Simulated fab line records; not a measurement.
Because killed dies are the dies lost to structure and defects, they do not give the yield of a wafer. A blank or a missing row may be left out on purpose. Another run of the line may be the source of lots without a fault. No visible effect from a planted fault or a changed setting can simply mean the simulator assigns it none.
fab line records	flow n5_finfet
[record] lots = 8	wafers = 24	last_day = 20
route steps=1938 shown BEOL_M4@1111 BEOL_M10@1504 PASSIVATION@1936
lots that met no fault: taken from a fault-free run of the same line
start_h: hours from the record's first day to the start of the lot's first wafer shown	wait_h: hours from the lot's prior step to this one	" identical to the entry in the row above	L1.1+2: a single row standing in for several wafers	- either no value or no given start	* or withheld: withheld	< > ~ a bound
route shown NAME@n: NAME is a module with steps in the file, n the number in the route of the first one	usual: average and standard deviation across the fault-free wafers	same: alike in all rows	chamber/n: place in a boat	sites: readings site by site	_std_site: standard deviation across them	_edge_site: the outer-site mean with the inner-site mean subtracted	radius_mm: for every site, how far away it sits from the centre of the wafer	mask NAME#n: copy n	behind: the tool/chamber that last shaped the wafer	hold: reason for holding the lot/hours on hold/outcome of the hold	device: names the non-switching transistor (n, p or np)	end of line: tests of these same wafers at the route's end	a step without rows: its recipe alone	killed: the dies lost at the first sort to structure and to defects; this is not the yield of the wafer	map: a wafer's dies, marking killed ones x, the rest . and places with no die _
set.NAME: setting as actually run; set.NAME@STEP: the setting as run at that earlier step	model.NAME: the simulator's own value behind a step, which no gauge read
steps of the route over a sample of lots; a table a step, a row a wafer
services: when a tool's chamber went out of use (start_h, in hours from the record's first day, below 0 if earlier), for how many hours, and the reason
[[steps]]
[step N5_BEOL_M4_RC_MEAS_101]
[usual] DIBL_N = 36.6/1.1	DIBL_P = 36.8/1.6	IOFF_N = 0.169/0.024	IOFF_P = 0.206/0.028	ION_N = 679/9.2	ION_P = 462/7	SS_N = 71.6/0.57	SS_P = 73.3/0.57	VT_N = 248.8/2.4	VT_P = -251/3
lot.wafer	tool	chamber	start_h	wait_h	DIBL_N[mV/V]	DIBL_P[mV/V]	IOFF_N[nA/um]	IOFF_P[nA/um]	ION_N[uA/um]	ION_P[uA/um]	SS_N[mV/dec]	SS_P[mV/dec]	VT_N[mV]	VT_P[mV]
L267.1	prober-01	0	201.25	0.0	36.0	36.4	0.155	0.200	667	450	71.4	73.4	250.5	-254
L267.4	"	0	"	"	36.7	37.5	0.184	0.223	683	461	72.0	72.9	245.8	-250
L267.5	"	0	"	"	35.0	34.9	0.150	0.181	666	451	70.9	73.3	249.7	-256
L271.4	prober-02	0	222.92	0.5	36.6	38.2	0.165	0.221	691	468	71.3	72.3	248.0	-249
L271.5	"	0	"	"	35.6	36.9	0.140	0.201	668	465	71.5	72.2	250.8	-251
L271.6	"	0	"	"	38.0	39.2	0.183	0.234	683	473	72.2	73.5	250.1	-248
L269.1	prober-01	0	224.32	0.0	35.8	35.8	0.138	0.190	671	462	71.0	73.5	252.2	-252
L269.4	"	0	"	"	36.5	37.8	0.158	0.219	678	464	70.8	73.9	248.2	-252
L269.5	"	0	"	"	36.6	37.3	0.155	0.197	674	463	70.9	72.4	248.5	-253
L276.2	prober-02	0	263.89	0.2	36.7	37.1	0.184	0.210	691	466	71.4	72.8	246.9	-250
L276.3	"	0	"	"	35.2	36.1	0.150	0.196	685	469	71.6	72.7	250.8	-252
L276.5	"	0	"	"	35.6	36.8	0.160	0.209	678	465	71.7	73.3	249.5	-250
L278.1	prober-02	0	265.58	0.0	37.6	37.7	0.163	0.228	664	462	72.5	73.2	249.0	-248
L278.4	"	0	"	"	38.2	38.5	0.178	0.236	679	469	71.9	73.2	251.6	-249
L278.5	"	0	"	"	37.5	37.5	0.157	0.213	682	466	71.6	73.4	249.4	-248
L283.2	prober-02	0	299.86	0.2	37.6	36.6	0.173	0.171	673	447	71.0	73.9	248.9	-255
L283.3	"	0	"	"	38.0	37.1	0.187	0.183	680	453	72.1	73.8	248.6	-259
L283.4	"	0	"	"	36.0	34.8	0.149	0.158	673	451	71.1	73.6	251.8	-258
L284.2	prober-01	0	304.94	0.2	36.6	36.3	0.168	0.195	676	460	71.5	73.1	247.7	-249
L284.4	"	0	"	"	38.3	37.9	0.202	0.221	680	467	71.9	73.3	247.3	-250
L284.5	"	0	"	"	38.3	38.0	0.201	0.219	678	461	72.1	73.6	246.5	-249
L289.1	prober-02	0	349.03	0.0	35.9	36.9	0.140	0.171	673	455	70.7	72.8	255.4	-252
L289.2	"	0	"	"	36.3	37.3	0.143	0.179	675	460	71.4	72.9	252.2	-253
L289.5	"	0	"	"	37.0	38.6	0.157	0.190	675	461	71.6	72.7	250.8	-252
[step N5_BEOL_M10_INSPECT_30]
[recipe] mode = adi	inspect_instrument = brightfield
[usual] raw_defect_count = 404/82
lot.wafer	tool	chamber	start_h	wait_h	raw_defect_count
L267.1	defect_inspect-02	-	264.99	0.0	420
L267.4	"	-	"	"	449
L267.5	"	-	"	"	406
L269.1	defect_inspect-02	-	289.56	0.0	558
L269.4	"	-	"	"	606
L269.5	"	-	"	"	322
L271.4	defect_inspect-02	-	293.50	0.0	493
L271.5	"	-	"	"	370
L271.6	"	-	"	"	389
L276.2	defect_inspect-01	-	316.75	0.0	257
L276.3	"	-	"	"	379
L276.5	"	-	"	"	285
L278.1	defect_inspect-01	-	324.97	0.0	496
L278.4	"	-	"	"	395
L278.5	"	-	"	"	418
L283.2	defect_inspect-01	-	355.68	0.0	409
L283.3	"	-	"	"	357
L283.4	"	-	"	"	438
L284.2	defect_inspect-02	-	355.73	0.0	380
L284.4	"	-	"	"	392
L284.5	"	-	"	"	420
L289.1	defect_inspect-02	-	411.43	0.0	360
L289.2	"	-	"	"	354
L289.5	"	-	"	"	371
[step N5_BEOL_M10_DESCUM_33]
[recipe] chemistry = O2	time_s = 7.9	source_power_w = 50	bias_power_w = 20	pressure_mtorr = 20	rf_frequency_hz = 2.712e+07	temp_c = 40	resist = CAR-ArF	o2_flow_sccm = 225
[usual] drypump_motor_current_A = 5.6/0.49	oes_product_au = 0.82/0.058	rf_vpp_V = 243.7/1.5	showerhead_plenum_p_Torr = 2.13/0.079	throttle_valve_pct = 20.38/0.13
lot.wafer	tool	chamber	start_h	wait_h	drypump_motor_current_A	oes_product_au	rf_hours_counter_h	rf_vpp_V	showerhead_plenum_p_Torr	throttle_valve_pct
L267.1	rie_diel-04	2	265.02	0.0	6.1	0.77	122	243.8	2.11	20.31
L267.4	"	0	"	"	5.3	0.84	70	242.2	2.03	20.32
L267.5	"	3	"	"	6.0	0.93	-	245.5	2.22	20.38
L269.1	rie_diel-01	2	289.59	0.0	5.3	0.86	56	245.5	2.22	20.33
L269.4	"	1	"	"	5.1	0.83	71	245.0	2.21	20.39
L269.5	"	1	"	"	5.1	0.82	-	245.4	2.21	20.39
L271.4	rie_diel-04	1	293.53	0.0	5.1	0.83	64	245.7	2.21	20.17
L271.5	"	1	"	"	5.1	0.82	-	245.4	2.21	20.17
L271.6	"	2	"	"	6.1	0.77	-	244.4	2.11	20.32
L276.2	rie_diel-04	3	316.80	0.0	6.1	0.88	45	244.4	2.21	20.41
L276.3	"	2	"	"	6.1	0.75	144	243.7	2.10	20.34
L276.5	"	0	"	"	5.3	0.81	-	242.5	2.02	20.37
L278.1	rie_diel-04	2	325.01	0.0	6.1	0.75	147	242.9	2.10	20.36
L278.4	"	0	"	"	5.3	0.82	95	242.7	2.02	20.38
L278.5	"	0	"	"	5.3	0.82	-	243.2	2.02	20.38
L283.2	rie_diel-01	2	356.74	1.1	5.3	0.82	83	245.8	2.21	20.40
L283.3	"	1	"	"	5.1	0.80	97	244.5	2.20	20.44
L283.4	"	0	"	"	5.8	0.75	151	243.8	2.09	20.41
L284.2	rie_diel-04	2	357.15	1.4	6.1	0.74	159	242.7	2.10	20.36
L284.4	"	1	"	"	5.0	0.81	77	243.1	2.21	20.17
L284.5	"	2	"	"	6.1	0.75	-	243.2	2.10	20.37
L289.1	rie_diel-01	2	411.75	0.3	5.3	0.79	102	243.8	2.20	20.40
L289.2	"	3	"	"	6.3	0.78	111	242.5	2.03	20.59
L289.5	"	1	"	"	5.1	0.78	-	245.4	2.19	20.45
[step N5_BEOL_M10_TRENCH_ETCH_37]
[recipe] chemistry = C4F6/O2	target_depth_a = 1488.3	target = SiCOH_lowk	time_s = 48	ion_energy_ev = 250	pressure_mtorr = 30	source_w = 345	bias_w = 185	Ar_flow_sccm = 300	C4F6_flow_sccm = 10	O2_flow_sccm = 10
[usual] O2_flow_sccm = 10.00/0.031	drypump_motor_current_A = 5.6/0.49	oes_f_703_au = 0.81/0.055	oes_product_au = 0.82/0.059	rf_vpp_V = 668/7.4	showerhead_plenum_p_Torr = 2.90/0.1	throttle_valve_pct = 20.89/0.16
lot.wafer	tool	chamber	start_h	wait_h	O2_flow_sccm	drypump_motor_current_A	oes_f_703_au	oes_product_au	rf_hours_counter_h	rf_vpp_V	showerhead_plenum_p_Torr	throttle_valve_pct
L267.1	rie_diel-04	2	265.33	-	9.96	6.1	0.78	0.77	123	658	2.86	20.73
L267.4	"	0	"	"	9.96	5.3	0.82	0.84	70	681	2.78	20.89
L267.5	"	3	"	"	10.00	6.1	0.91	0.94	-	668	3.03	20.98
L269.1	rie_diel-01	2	289.90	-	9.99	5.4	0.84	0.86	56	671	3.01	20.84
L269.4	"	1	"	"	9.97	5.1	0.84	0.84	71	677	3.00	20.94
L269.5	"	1	"	"	9.96	5.1	0.84	0.84	-	677	3.00	20.94
L271.4	rie_diel-04	1	293.85	-	10.01	5.1	0.82	0.82	64	668	2.99	20.58
L271.5	"	1	"	"	10.04	5.1	0.82	0.81	-	668	2.99	20.58
L271.6	"	2	"	"	9.97	6.1	0.77	0.76	-	658	2.85	20.75
L276.2	rie_diel-04	3	317.11	-	9.99	6.0	0.87	0.89	45	672	3.02	21.02
L276.3	"	2	"	"	9.96	6.1	0.76	0.75	144	657	2.85	20.77
L276.5	"	0	"	"	9.95	5.3	0.79	0.82	-	681	2.77	20.90
L278.1	rie_diel-04	2	325.32	-	9.99	6.1	0.76	0.74	147	658	2.85	20.76
L278.4	"	0	"	"	10.03	5.3	0.79	0.81	95	682	2.76	20.93
L278.5	"	0	"	"	9.96	5.3	0.80	0.81	-	681	2.76	20.91
L283.2	rie_diel-01	2	357.05	-	10.01	5.4	0.81	0.82	83	669	3.00	20.89
L283.3	"	1	"	"	10.04	5.1	0.81	0.80	97	676	2.99	20.95
L283.4	"	0	"	"	10.00	5.8	0.74	0.76	151	667	2.84	20.87
L284.2	rie_diel-04	2	357.46	-	9.98	6.1	0.74	0.55	159	658	2.84	20.71
L284.4	"	1	"	"	9.99	5.1	0.80	0.61	78	667	2.98	20.53
L284.5	"	2	"	"	10.00	6.1	0.75	0.73	-	657	2.84	20.79
L289.1	rie_diel-01	2	412.06	-	10.04	5.3	0.79	0.79	102	670	2.99	20.93
L289.2	"	3	"	"	10.04	6.3	0.79	0.78	111	657	2.76	21.09
L289.5	"	1	"	"	9.99	5.1	0.78	0.79	-	677	2.98	20.99
[step N5_BEOL_M10_ETCH_41]
[recipe] chemistry = CH3F/O2	target = SiCN	target_depth_a = 426	taper_deg = 2	time_s = 86	ion_energy_ev = 120	mask_material = TiN	pressure_mtorr = 30	source_w = 395	bias_w = 75	Ar_flow_sccm = 150	CH3F_flow_sccm = 30	O2_flow_sccm = 20
[usual] O2_flow_sccm = 20.00/0.06	drypump_motor_current_A = 5.6/0.49	oes_product_au = 0.82/0.059	rf_vpp_V = 298.0/1.7	showerhead_plenum_p_Torr = 2.04/0.076	throttle_valve_pct = 16.26/0.14
lot.wafer	tool	chamber	start_h	wait_h	O2_flow_sccm	drypump_motor_current_A	oes_product_au	rf_hours_counter_h	rf_vpp_V	showerhead_plenum_p_Torr	throttle_valve_pct
L267.1	rie_diel-04	2	-	-	20.00	6.1	0.77	123	298.1	2.01	16.13
L267.4	"	0	"	"	19.89	5.3	0.84	70	296.2	1.95	16.22
L267.5	"	3	"	"	20.06	6.0	0.93	-	300.1	2.13	16.27
L269.1	rie_diel-01	2	-	-	20.00	5.3	0.86	56	299.2	2.12	16.19
L269.4	"	1	"	"	20.01	5.1	0.85	71	297.3	2.12	16.27
L269.5	"	1	"	"	19.99	5.1	0.83	-	300.4	2.11	16.28
L271.4	rie_diel-04	1	-	-	20.11	5.0	0.82	64	300.5	2.11	16.00
L271.5	"	1	"	"	20.03	5.1	0.81	-	299.7	2.11	15.99
L271.6	"	2	"	"	20.01	6.1	0.76	-	297.3	2.00	16.17
L276.2	rie_diel-04	3	-	-	20.05	6.0	0.88	45	300.3	2.12	16.32
L276.3	"	2	"	"	19.84	6.1	0.74	145	296.8	2.00	16.19
L276.5	"	0	"	"	20.10	5.3	0.82	-	295.8	1.94	16.28
L278.1	rie_diel-04	2	-	-	19.97	6.1	0.75	147	296.2	2.00	16.20
L278.4	"	0	"	"	19.98	5.3	0.82	95	295.1	1.94	16.27
L278.5	"	0	"	"	20.01	5.3	0.81	-	295.9	1.94	16.28
L283.2	rie_diel-01	2	-	-	19.96	5.4	0.82	83	298.8	2.11	16.26
L283.3	"	1	"	"	19.99	5.1	0.81	97	298.4	2.11	16.32
L283.4	"	0	"	"	20.02	5.8	0.75	151	297.8	2.00	16.29
L284.2	rie_diel-04	2	-	-	20.08	6.1	0.74	159	297.2	2.00	16.21
L284.4	"	1	"	"	19.93	5.0	0.80	78	300.4	2.10	16.00
L284.5	"	2	"	"	20.00	6.1	0.74	-	297.2	2.00	16.20
L289.1	rie_diel-01	2	-	-	19.96	5.3	0.80	102	300.3	2.10	16.29
L289.2	"	3	"	"	20.03	6.3	0.79	111	296.0	1.94	16.43
L289.5	"	1	"	"	20.00	5.1	0.78	-	298.3	2.10	16.36
[step N5_BEOL_M10_OCD_MEAS_38]
[usual] trench_depth_nm = 149.4/1.9
lot.wafer	tool	chamber	start_h	wait_h	trench_depth_nm
L267.1	ocd-01	-	265.51	-	149.3
L267.4	"	-	"	"	148.9
L267.5	"	-	"	"	153.6
L269.1	ocd-02	-	290.08	-	150.6
L269.4	"	-	"	"	152.0
L269.5	"	-	"	"	150.2
L271.4	ocd-02	-	294.03	-	147.6
L271.5	"	-	"	"	145.8
L271.6	"	-	"	"	147.8
L276.2	ocd-02	-	317.29	-	152.8
L276.3	"	-	"	"	150.0
L276.5	"	-	"	"	149.2
L278.1	ocd-01	-	325.50	-	148.7
L278.4	"	-	"	"	147.8
L278.5	"	-	"	"	147.7
L283.2	ocd-02	-	357.24	-	147.4
L283.3	"	-	"	"	148.6
L283.4	"	-	"	"	147.6
L284.2	ocd-02	-	357.64	-	88.2
L284.4	"	-	"	"	87.8
L284.5	"	-	"	"	147.0
L289.1	ocd-02	-	412.24	-	147.4
L289.2	"	-	"	"	149.1
L289.5	"	-	"	"	147.7
[step N5_BEOL_M10_THK_MEAS_53]
[recipe] thk_meas_gauge = xrf	reads = Cu_of_BEOL_M10_ECD_50
[usual] M10_THK = 142.8/2.3
lot.wafer	tool	chamber	start_h	wait_h	M10_THK[nm]
L267.1	film_metro-02	-	270.01	-	140.9
L267.4	"	-	"	"	140.9
L267.5	"	-	"	"	146.7
L269.1	film_metro-02	-	292.71	-	145.0
L269.4	"	-	"	"	143.5
L269.5	"	-	"	"	142.9
L271.4	film_metro-01	-	296.43	-	140.0
L271.5	"	-	"	"	139.7
L271.6	"	-	"	"	141.3
L276.2	film_metro-02	-	320.05	-	145.1
L276.3	"	-	"	"	141.9
L276.5	"	-	"	"	142.5
L278.1	film_metro-02	-	327.73	-	141.8
L278.4	"	-	"	"	139.1
L278.5	"	-	"	"	136.7
L283.2	film_metro-01	-	361.32	-	141.7
L283.3	"	-	"	"	142.7
L283.4	"	-	"	"	143.8
L284.2	film_metro-02	-	361.60	-	80.4
L284.4	"	-	"	"	79.5
L284.5	"	-	"	"	140.5
L289.1	film_metro-01	-	416.23	-	141.8
L289.2	"	-	"	"	144.1
L289.5	"	-	"	"	143.2
[step N5_BEOL_M10_RS_MEAS_57]
[recipe] thk_meas_gauge = four-point-probe	reads = Cu_of_BEOL_M10_ECD_50+Co_of_BEOL_M10_CVD_75+TaN_of_BEOL_M10_ALD_74
[usual] M10_RS = 0.1498/0.0024
lot.wafer	tool	chamber	start_h	wait_h	M10_RS[ohm/sq]
L267.1	film_metro-02	-	270.15	0.1	0.1507
L267.4	"	-	"	"	0.1516
L267.5	"	-	"	"	0.1447
L269.1	film_metro-01	-	292.85	0.1	0.1471
L269.4	"	-	"	"	0.1476
L269.5	"	-	"	"	0.1485
L271.4	film_metro-02	-	296.62	0.1	0.1521
L271.5	"	-	"	"	0.1534
L271.6	"	-	"	"	0.1508
L276.2	film_metro-01	-	320.19	0.1	0.1467
L276.3	"	-	"	"	0.1505
L276.5	"	-	"	"	0.1500
L278.1	film_metro-01	-	327.87	0.1	0.1494
L278.4	"	-	"	"	0.1520
L278.5	"	-	"	"	0.1537
L283.2	film_metro-01	-	361.45	0.1	0.1521
L283.3	"	-	"	"	0.1513
L283.4	"	-	"	"	0.1502
L284.2	film_metro-01	-	361.73	0.1	0.2893
L284.4	"	-	"	"	0.2921
L284.5	"	-	"	"	0.1535
L289.1	film_metro-01	-	416.37	0.1	0.1516
L289.2	"	-	"	"	0.1497
L289.5	"	-	"	"	0.1508
[step N5_PASSIVATION_PROBE_49]
[usual] defect_limited_yield = 91.1/1.5	killed_at_M0_to_M3 = 36/11	killed_at_M4_up = 14/5.6	killed_at_contacts = 11/5.6	killed_at_front_end = 40/12	killed_at_other = 4/3.2	killed_dies = 105/17	killed_on_rim = 14/3.4	killed_open = 69/12	killed_short = 34/8.4	sort_bin_5_function = 5.2/0.95	sort_bin_6_memory = 3.3/0.63	sort_bin_8_speed = 0.00/0.007	sort_n_pass = 1075/17
[same] gross_dies = 1180	killed_at_back_side = 0	sort_bin_4_leakage[%] = 0
lot.wafer	tool	chamber	start_h	wait_h	defect_limited_yield[%]	killed_at_M0_to_M3	killed_at_M4_up	killed_at_contacts	killed_at_front_end	killed_at_other	killed_dies	killed_on_rim	killed_open	killed_short	sort_bin_5_function[%]	sort_bin_6_memory[%]	sort_bin_8_speed[%]	sort_n_pass
L267.1	prober-01	-	324.07	0.0	87.8	54	17	28	40	5	144	18	99	41	7.6	4.0	0	1036
L267.4	prober-01	-	324.22	0.2	88.5	41	33	24	35	3	136	12	83	50	6.0	5.0	0	1044
L267.5	prober-01	-	324.27	0.2	89.3	44	21	6	52	3	126	20	78	44	6.5	3.3	0	1054
L271.4	prober-01	-	343.66	0.2	91.7	29	20	8	41	0	98	16	65	27	4.3	3.4	0	1082
L271.5	prober-01	-	343.71	0.3	90.7	37	21	17	33	2	110	14	79	31	4.9	4.1	0	1070
L271.6	prober-01	-	343.76	0.3	92.1	36	10	12	32	3	93	16	67	25	4.7	3.1	0	1087
L269.1	prober-01	-	345.18	0.0	92.1	25	13	13	39	3	93	13	62	31	4.6	3.1	0	1087
L269.4	prober-01	-	345.33	0.2	93.8	24	9	7	30	3	73	10	46	26	4.2	1.8	0	1107
L269.5	prober-01	-	345.38	0.2	93.5	32	11	9	21	4	77	10	49	27	3.6	2.5	0	1103
L278.1	prober-02	-	376.69	0.0	90.6	43	13	3	48	4	111	13	72	38	5.3	3.6	0	1069
L278.4	prober-02	-	376.84	0.2	90.9	22	17	23	39	6	107	20	63	40	6.0	2.8	0	1073
L278.5	prober-02	-	376.89	0.2	93.1	26	7	8	36	5	82	8	58	22	4.2	2.6	0	1098
L284.2	prober-01	-	412.54	0.1	85.7	51	73	8	35	2	169	26	69	42	5.9	3.5	4.49	1011
L284.4	prober-01	-	412.64	0.2	88.6	42	56	13	22	2	135	20	59	28	4.3	2.5	4.07	1045
L284.5	prober-01	-	412.69	0.2	89.7	45	16	22	34	4	121	12	75	46	5.7	4.3	0	1059
L283.2	prober-01	-	414.50	0.1	92.0	17	12	11	52	2	94	16	64	23	4.3	3.1	0	1086
L283.3	prober-01	-	414.55	0.1	90.2	60	13	10	31	2	116	19	77	36	5.7	4.0	0	1064
L283.4	prober-01	-	414.60	0.2	91.4	41	8	10	40	2	101	12	67	34	5.8	2.7	0	1079
L289.1	prober-01	-	468.48	0.0	91.4	35	10	5	50	2	102	18	64	38	5.3	3.3	0	1078
L289.2	prober-01	-	468.53	0.1	91.9	42	15	10	18	10	95	11	69	26	4.3	3.6	0	1085
L289.5	prober-01	-	468.68	0.2	90.8	62	16	6	22	3	109	17	66	37	4.2	4.2	0	1071
// killed by level:class
L267.1 MOL_CONTACT_COAG:geometric_particle:open=23 BEOL_M2:geometric_particle:open=17 DUMMY_GATE:geometric_particle:open=10 BEOL_M0_SAQP:geometric_particle:open=10 BEOL_M0_SAQP:geometric_particle:short=8 STI_FIN_REVEAL:geometric_particle:open=7 BEOL_M4:geometric_particle:open=7 FIN_SAQP:geometric_particle:open=6
L267.4 BEOL_M4:geometric_particle:open=17 MOL_CONTACT_COAG:geometric_particle:open=15 BEOL_M0_SAQP:geometric_particle:short=10 MOL_CONTACT_COAG:geometric_particle:short=9 FIN_SAQP:geometric_particle:open=8 BEOL_M3:geometric_particle:open=8 FIN_SAQP:geometric_particle:short=6 DUMMY_GATE:geometric_particle:open=6
L267.5 BEOL_M2:geometric_particle:open=10 STI_FIN_REVEAL:geometric_particle:open=9 BEOL_M1:geometric_particle:open=9 FIN_SAQP:geometric_particle:open=8 BEOL_M0_SAQP:geometric_particle:short=7 BEOL_M0_SAQP:geometric_particle:open=7 BEOL_M4:geometric_particle:open=6 FIN_SAQP:geometric_particle:short=5
L271.4 FIN_SAQP:geometric_particle:open=10 STI_FIN_REVEAL:geometric_particle:open=8 MOL_CONTACT_COAG:geometric_particle:open=8 BEOL_M0_SAQP:geometric_particle:open=8 BEOL_M4:geometric_particle:open=8 BEOL_M0_SAQP:geometric_particle:short=7 STARTING-WAFER:geometric_particle:short=6 HKMG_FIN:area_etch=6
L271.5 MOL_CONTACT_COAG:geometric_particle:open=14 BEOL_M1:geometric_particle:open=10 FIN_SAQP:geometric_particle:open=10 FIN_SAQP:geometric_particle:short=10 BEOL_M3:geometric_particle:open=10 BEOL_M0_SAQP:geometric_particle:open=7 BEOL_M0_SAQP:geometric_particle:short=6 BEOL_M4:geometric_particle:short=6
L271.6 FIN_SAQP:geometric_particle:open=12 MOL_CONTACT_COAG:geometric_particle:open=9 BEOL_M3:geometric_particle:open=8 BEOL_M1:geometric_particle:open=6 BEOL_M2:geometric_particle:open=6 BEOL_M0_SAQP:geometric_particle:short=5 DUMMY_GATE:geometric_particle:open=4 STARTING-WAFER:geometric_particle:open=4
L269.1 FIN_SAQP:geometric_particle:short=13 MOL_CONTACT_COAG:geometric_particle:open=12 BEOL_M0_SAQP:geometric_particle:open=8 STARTING-WAFER:geometric_particle:open=6 FIN_SAQP:geometric_particle:open=5 BEOL_M3:geometric_particle:open=5 BEOL_M2:geometric_particle:open=5 BEOL_M4:geometric_particle:open=5
L269.4 FIN_SAQP:geometric_particle:open=9 STI_FIN_REVEAL:geometric_particle:open=7 MOL_CONTACT_COAG:geometric_particle:open=7 BEOL_M0_SAQP:geometric_particle:short=5 FIN_SAQP:geometric_particle:short=4 GATE_CUT:geometric_particle:short=4 BEOL_M0_SAQP:geometric_particle:open=4 BEOL_M1:geometric_particle:open=4
L269.5 BEOL_M2:geometric_particle:open=10 MOL_CONTACT_COAG:geometric_particle:open=9 BEOL_M0_SAQP:geometric_particle:open=8 BEOL_M0_SAQP:geometric_particle:short=7 BEOL_M4:geometric_particle:open=6 FIN_SAQP:geometric_particle:short=4 FIN_SAQP:geometric_particle:open=3 BEOL_M3:geometric_particle:open=3
L278.1 BEOL_M0_SAQP:geometric_particle:open=14 STI_FIN_REVEAL:geometric_particle:open=13 BEOL_M0_SAQP:geometric_particle:short=11 BEOL_M2:geometric_particle:open=8 FIN_SAQP:geometric_particle:open=7 FIN_SAQP:geometric_particle:short=7 STI_FIN_REVEAL:geometric_particle:short=4 BEOL_M3:geometric_particle:open=4
L278.4 MOL_CONTACT_COAG:geometric_particle:open=17 BEOL_M4:geometric_particle:open=9 FIN_SAQP:geometric_particle:short=8 STI_FIN_REVEAL:geometric_particle:open=6 MOL_CONTACT_COAG:geometric_particle:short=6 BEOL_M0_SAQP:geometric_particle:short=6 BEOL_M0_SAQP:geometric_particle:open=6 BEOL_M3:geometric_particle:open=6
L278.5 STI_FIN_REVEAL:geometric_particle:open=12 MOL_CONTACT_COAG:geometric_particle:open=8 BEOL_M0_SAQP:geometric_particle:open=8 BEOL_M2:geometric_particle:open=8 DUMMY_GATE:geometric_particle:open=6 ILD0:geometric_particle:short=4 GATE_CUT:geometric_particle:short=3 BEOL_M0_SAQP:geometric_particle:short=3
L284.2 BEOL_M10:area_ecd=53 STI_FIN_REVEAL:geometric_particle:open=12 BEOL_M0_SAQP:geometric_particle:short=12 BEOL_M0_SAQP:geometric_particle:open=12 BEOL_M4:geometric_particle:short=8 FIN_SAQP:geometric_particle:open=7 MOL_CONTACT_COAG:geometric_particle:open=6 BEOL_M1:geometric_particle:open=6
L284.4 BEOL_M10:area_ecd=48 MOL_CONTACT_COAG:geometric_particle:open=13 BEOL_M0_SAQP:geometric_particle:open=13 FIN_SAQP:geometric_particle:open=8 BEOL_M0_SAQP:geometric_particle:short=7 FIN_SAQP:geometric_particle:short=5 BEOL_M3:geometric_particle:open=5 BEOL_M3:geometric_particle:short=5
L284.5 MOL_CONTACT_COAG:geometric_particle:open=17 FIN_SAQP:geometric_particle:open=12 BEOL_M0_SAQP:geometric_particle:short=12 FIN_SAQP:geometric_particle:short=11 BEOL_M3:geometric_particle:open=9 BEOL_M0_SAQP:geometric_particle:open=8 BEOL_M2:geometric_particle:open=7 BEOL_M4:geometric_particle:open=7
L283.2 STI_FIN_REVEAL:geometric_particle:open=16 MOL_CONTACT_COAG:geometric_particle:open=8 FIN_SAQP:geometric_particle:open=6 STARTING-WAFER:geometric_particle:open=5 DUMMY_GATE:geometric_particle:open=5 BEOL_M2:geometric_particle:open=5 BEOL_M4:geometric_particle:open=5 HKMG_FIN:area_etch=5
L283.3 BEOL_M0_SAQP:geometric_particle:open=16 BEOL_M0_SAQP:geometric_particle:short=14 BEOL_M2:geometric_particle:open=14 MOL_CONTACT_COAG:geometric_particle:open=9 FIN_SAQP:geometric_particle:open=8 STARTING-WAFER:geometric_particle:short=7 BEOL_M1:geometric_particle:open=6 FIN_SAQP:geometric_particle:short=5
L283.4 BEOL_M0_SAQP:geometric_particle:short=14 DUMMY_GATE:geometric_particle:open=11 FIN_SAQP:geometric_particle:open=9 BEOL_M0_SAQP:geometric_particle:open=9 STI_FIN_REVEAL:geometric_particle:open=8 BEOL_M1:geometric_particle:open=7 MOL_CONTACT_COAG:geometric_particle:open=6 BEOL_M4:geometric_particle:open=5
L289.1 FIN_SAQP:geometric_particle:open=13 BEOL_M2:geometric_particle:open=10 FIN_SAQP:geometric_particle:short=8 BEOL_M0_SAQP:geometric_particle:short=7 STI_FIN_REVEAL:geometric_particle:open=6 BEOL_M1:geometric_particle:open=6 BEOL_M3:geometric_particle:open=5 GATE_CUT:geometric_particle:short=5
L289.2 BEOL_M2:geometric_particle:open=10 BEOL_M0_SAQP:geometric_particle:open=8 MOL_CONTACT_COAG:geometric_particle:open=7 BEOL_M0_SAQP:geometric_particle:short=7 BEOL_M1:geometric_particle:open=6 BEOL_M3:geometric_particle:open=6 BEOL_M4:geometric_particle:open=6 MIM_TOP_ETCH:geometric_particle:short=4
L289.5 BEOL_M3:geometric_particle:open=14 BEOL_M2:geometric_particle:open=13 BEOL_M0_SAQP:geometric_particle:short=8 BEOL_M0_SAQP:geometric_particle:open=7 BEOL_M1:geometric_particle:open=7 BEOL_M4:geometric_particle:open=7 FIN_SAQP:geometric_particle:open=5 BEOL_M2:geometric_particle:short=5
[[services]]
tool	chamber	start_h	hours	kind
rie_diel-01	0	264.71	3.7	repair
rie_diel-04	1	294.03	23.1	repair
[[key]]
[first_sign] step = N5_BEOL_M10_TRENCH_ETCH_37	reading = oes_product_au	direction = down	sigmas = 4	usual = 0.82	struck = 0.58
[effect] step = N5_BEOL_M10_OCD_MEAS_38	reading = trench_depth_nm	direction = down	sigmas = 33	usual = 149.4	struck = 88.0
[effect] step = N5_BEOL_M10_THK_MEAS_53	reading = M10_THK	direction = down	sigmas = 27	usual = 142.8	struck = 79.9
[effect] step = N5_BEOL_M10_RS_MEAS_57	reading = M10_RS	direction = up	sigmas = 58	usual = 0.1498	struck = 0.2907
[effect] step = N5_PASSIVATION_PROBE_49	reading = sort_bin_8_speed	direction = up	sigmas = 50	usual = 0.00	struck = 4.28
[more_kills_born_at] N5_BEOL_M10_ECD_50@ecd_cu-01 = 101
met_at N5_BEOL_M10_TRENCH_ETCH_37
struck_lots L284
struck_wafers L284.2,L284.4
not_acting_at N5_BEOL_M10_INSPECT_30,N5_BEOL_M10_DESCUM_33,N5_BEOL_M10_ETCH_41
onset_between 325.32 357.46
[fault] kind = process_parameter_drift	tool = rie_diel-04	chamber = -	onset_h = 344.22	steps = N5_BEOL_M10_TRENCH_ETCH_37	channel = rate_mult	offset = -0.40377	shape = step	end_h = 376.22	scope = struck_wafers_only
